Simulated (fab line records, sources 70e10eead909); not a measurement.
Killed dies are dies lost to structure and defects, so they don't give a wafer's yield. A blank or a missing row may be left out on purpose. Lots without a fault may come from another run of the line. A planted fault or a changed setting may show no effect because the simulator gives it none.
Problem report in the 8D (eight disciplines) form, filled by code | flow nand_harc | the parts of the form that need people (team, actions taken, sign-off) are left out

1. THE PROBLEM
thk_nm at NHARC_A_ONON_D1_THK_MEAS_02 reads a mean of 453 nm on 6 wafers of 3 lots; wafers without a fault read 998 nm with a standard deviation of 7.8. That is -70 standard deviations from the usual mean.
The step: measures by ellipsometry.
First seen on wafer L739.3, day 11 22:26, on film_metro-02. The record holds 21 wafers of 7 lots with a number at this step. Rule for "out", or "out of limits": more than 4 standard deviations from the usual mean. The other wafers with a number count as sound.

2. WHAT IT IS AND WHAT IT IS NOT
question                    | is                                             | is not
which readings at this step | thk_nm                                         | -
which lots                  | L739, L742, L743                               | L725, L730, L731, L745
which wafers of those lots  | L739.3, L739.6, L742.3, L742.6, L743.3, L743.6 | L739.2, L742.1, L743.2
read on which gauges        | film_metro-01, film_metro-02                   | -
when                        | from day 11 22:26                              | up to then (10 sound wafers); but 5 sound wafers of L742, L743, L745 came after

3. SUSPECTS, AND WHAT RULES EACH OUT
Counting: a tool at a process step up to the reading stays a suspect if it ran every lot that is out. Sound lots after the first of them don't rule it out here, since some wafers of a struck lot are sound.
- the gauge at NHARC_A_ONON_D1_THK_MEAS_02: ruled out. The wafers that are out were read on 2 gauges (film_metro-01, film_metro-02).
- pecvd_onon-03 at NHARC_A_ONON_D1_DEP_00 (target thk 1000 nm): kept. It ran every lot that is out, first L739 (day 11 21:58); its last sound lot up to then is L730 (day 9 06:44).
Left after counting: pecvd_onon-03 at NHARC_A_ONON_D1_DEP_00.

4. THE CAUSE (what the simulator had put in)
Process parameter drift: pecvd_onon-03, from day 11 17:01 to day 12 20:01, at NHARC_A_ONON_D1_DEP_00. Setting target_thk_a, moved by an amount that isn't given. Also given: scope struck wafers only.
Counting left only this tool.

5. THE CHAIN OF EFFECTS, in route order
Each row: a reading whose mean over the struck wafers that have a number lies more than 3 standard deviations from the usual. Only readings for which the record gives a usual standard deviation are gone through. hours: the time from each lot's start at the first step in this table that gives one to its start at this step, as a median over the lots. sigmas: the change in usual standard deviations.
hours | step                        | reading         | usual  | on struck wafers | change | sigmas
0     | NHARC_A_ONON_D1_THK_MEAS_02 | thk_nm          | 998 nm | 453              | -545   | -70
285   | NHARC_END_SORT_01           | killed_at_array | 27     | 673              | +646   | +73
285   | NHARC_END_SORT_01           | killed_dies     | 31     | 677              | +646   | +73

6. WHAT WOULD HAVE CAUGHT IT SOONER
In this record the first reading out of limits at a measuring or inspecting step was taken at day 11 22:26, 5 hours after the fault began at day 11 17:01.
Of the tool readings at NHARC_A_ONON_D1_DEP_00 for which the record gives a usual standard deviation, none was out on any struck wafer, so an alarm limit of 4 standard deviations on them would not have fired.
Of the lots that are out (3), L742, L743 began NHARC_A_ONON_D1_DEP_00 on pecvd_onon-03 after day 11 22:26. A hold on the tool at that time would have spared those 2.
